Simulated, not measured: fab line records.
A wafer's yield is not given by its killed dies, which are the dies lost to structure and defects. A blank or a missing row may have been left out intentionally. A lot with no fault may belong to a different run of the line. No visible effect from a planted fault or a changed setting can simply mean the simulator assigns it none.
Which tool did it? / flow nand-harc / 33 wafers from 11 lots sampled at 3 of the route's 1159 steps

== WHAT THE GAUGES SHOWED, per wafer ==
NHARC_P_CONTACT_CD_MEAS_12: target cd 90 nm.
lot=L144; measured=day 5 16:35; on=cd-sem-03; cd-nm (nm)=90.1 89.7 90.7
lot=L145; measured=day 5 22:50; on=cd-sem-03; cd-nm (nm)=90.0 89.8 88.9
lot=L147; measured=day 6 06:57; on=cd-sem-02; cd-nm (nm)=84.2 84.7 84.2
lot=L154; measured=day 8 07:57; on=cd-sem-01; cd-nm (nm)=89.7 89.6 90.7
lot=L156; measured=day 8 22:10; on=cd-sem-03; cd-nm (nm)=88.4 88.6 90.0
lot=L158; measured=day 9 09:10; on=cd-sem-02; cd-nm (nm)=88.9 89.2 88.2
lot=L160; measured=day 9 15:32; on=cd-sem-02; cd-nm (nm)=90.0 89.7 89.2
lot=L159; measured=day 9 17:10; on=cd-sem-01; cd-nm (nm)=89.6 89.6 89.8
lot=L164; measured=day 10 15:13; on=cd-sem-02; cd-nm (nm)=90.0 90.1 91.3
lot=L163; measured=day 10 15:37; on=cd-sem-01; cd-nm (nm)=89.5 89.1 88.6
lot=L166; measured=day 11 06:48; on=cd-sem-03; cd-nm (nm)=89.1 88.9 90.0

== WHAT TOOL EACH LOT RAN ON (gives the tool, then ch and the chambers of the sampled wafers, and finally the start) ==
lot=L144; NHARC_P_GATE_DEGAS_109=pvd-sputter-01, day 5 14:02; NHARC_P_CONTACT_EXPOSE_09=arfi-scanner-03 ch 0, day 5 16:27
lot=L145; NHARC_P_GATE_DEGAS_109=pvd-sputter-01, day 5 20:13; NHARC_P_CONTACT_EXPOSE_09=arfi-scanner-02 ch 0, day 5 22:41
lot=L147; NHARC_P_GATE_DEGAS_109=pvd-sputter-03, day 6 04:31; NHARC_P_CONTACT_EXPOSE_09=arfi-scanner-03 ch 0, day 6 06:49
lot=L154; NHARC_P_GATE_DEGAS_109=pvd-sputter-01, day 8 05:23; NHARC_P_CONTACT_EXPOSE_09=arfi-scanner-02 ch 0, day 8 07:49
lot=L156; NHARC_P_GATE_DEGAS_109=pvd-sputter-01, day 8 19:43; NHARC_P_CONTACT_EXPOSE_09=arfi-scanner-03 ch 0, day 8 22:02
lot=L158; NHARC_P_GATE_DEGAS_109=pvd-sputter-02, day 9 06:38; NHARC_P_CONTACT_EXPOSE_09=arfi-scanner-03 ch 0, day 9 09:02
lot=L160; NHARC_P_GATE_DEGAS_109=pvd-sputter-03, day 9 12:40; NHARC_P_CONTACT_EXPOSE_09=arfi-scanner-03 ch 0, day 9 15:24
lot=L159; NHARC_P_GATE_DEGAS_109=pvd-sputter-01, day 9 13:50; NHARC_P_CONTACT_EXPOSE_09=arfi-scanner-02 ch 0, day 9 17:02
lot=L164; NHARC_P_GATE_DEGAS_109=pvd-sputter-02, day 10 11:59; NHARC_P_CONTACT_EXPOSE_09=arfi-scanner-02 ch 0, day 10 15:05
lot=L163; NHARC_P_GATE_DEGAS_109=pvd-sputter-02, day 10 12:32; NHARC_P_CONTACT_EXPOSE_09=arfi-scanner-03 ch 0, day 10 15:28
lot=L166; NHARC_P_GATE_DEGAS_109=pvd-sputter-03, day 11 04:13; NHARC_P_CONTACT_EXPOSE_09=arfi-scanner-02 ch 0, day 11 06:40
- NHARC_P_GATE_DEGAS_109: time 60 s.
- NHARC_P_CONTACT_EXPOSE_09: exposes mask P CA, target cd 90 nm.

== AS READ BY THE TOOLS THEMSELVES (means over the sampled wafers that have a number; for cases with no such wafer, the mark the record gives instead) ==
NHARC_P_GATE_DEGAS_109.
lot=L144; tool=pvd-sputter-01; heater-power-w (W)=484
lot=L145; tool=pvd-sputter-01; heater-power-w (W)=521
lot=L147; tool=pvd-sputter-03; heater-power-w (W)=461
lot=L154; tool=pvd-sputter-01; heater-power-w (W)=490
lot=L156; tool=pvd-sputter-01; heater-power-w (W)=470
lot=L158; tool=pvd-sputter-02; heater-power-w (W)=485
lot=L160; tool=pvd-sputter-03; heater-power-w (W)=455
lot=L159; tool=pvd-sputter-01; heater-power-w (W)=496
lot=L164; tool=pvd-sputter-02; heater-power-w (W)=435
lot=L163; tool=pvd-sputter-02; heater-power-w (W)=548
lot=L166; tool=pvd-sputter-03; heater-power-w (W)=459

NHARC_P_CONTACT_EXPOSE_09.
lot=L144; tool=arfi-scanner-03; focus-offset-nm (nm)=0.6; stage-vel-mm-s (mm/s)=499.84
lot=L145; tool=arfi-scanner-02; focus-offset-nm (nm)=0.1; stage-vel-mm-s (mm/s)=499.95
lot=L147; tool=arfi-scanner-03; focus-offset-nm (nm)=-0.0; stage-vel-mm-s (mm/s)=499.91
lot=L154; tool=arfi-scanner-02; focus-offset-nm (nm)=0.8; stage-vel-mm-s (mm/s)=500.26
lot=L156; tool=arfi-scanner-03; focus-offset-nm (nm)=1.2; stage-vel-mm-s (mm/s)=500.04
lot=L158; tool=arfi-scanner-03; focus-offset-nm (nm)=0.2; stage-vel-mm-s (mm/s)=499.88
lot=L160; tool=arfi-scanner-03; focus-offset-nm (nm)=-0.3; stage-vel-mm-s (mm/s)=500.14
lot=L159; tool=arfi-scanner-02; focus-offset-nm (nm)=0.1; stage-vel-mm-s (mm/s)=500.24
lot=L164; tool=arfi-scanner-02; focus-offset-nm (nm)=-0.2; stage-vel-mm-s (mm/s)=500.15
lot=L163; tool=arfi-scanner-03; focus-offset-nm (nm)=0.4; stage-vel-mm-s (mm/s)=499.79
lot=L166; tool=arfi-scanner-02; focus-offset-nm (nm)=-0.1; stage-vel-mm-s (mm/s)=499.97

== THE ANSWER, worked out from the rows above alone ==
Rule: usual is defined by the lots themselves. Put in order of their means at a reading, lots are off if they are a third of the lots or fewer, leave a main group of 4 or more, and stand apart from it by a gap of 3 or more times the standard deviation of the main group's means; of several such gaps the widest counts. A main group is skipped when, at the precision printed for the reading in the tables above, its means are all equal. Also off: a lot with no number at a reading for which 4 or more lots have one. The other lots that the step has rows for count as sound. First the gauges in route order, then the tools' own readings, where a lot's mean is used as printed above. At the first step where some lot is off, the reading lying furthest off is the one used; lots without a number count as furthest.
Off at NHARC_P_CONTACT_CD_MEAS_12 (cd-nm): L147. The main group: mean 89.6 nm, standard deviation 0.51.
If a tool, at a process step before that reading, ran all the lots that are off and no sound lot after the first of them, it fits. The gauges at NHARC_P_CONTACT_CD_MEAS_12 are tried like those tools. Of those tried, none fits.

== WHAT THE SIMULATOR HAD INSERTED ==
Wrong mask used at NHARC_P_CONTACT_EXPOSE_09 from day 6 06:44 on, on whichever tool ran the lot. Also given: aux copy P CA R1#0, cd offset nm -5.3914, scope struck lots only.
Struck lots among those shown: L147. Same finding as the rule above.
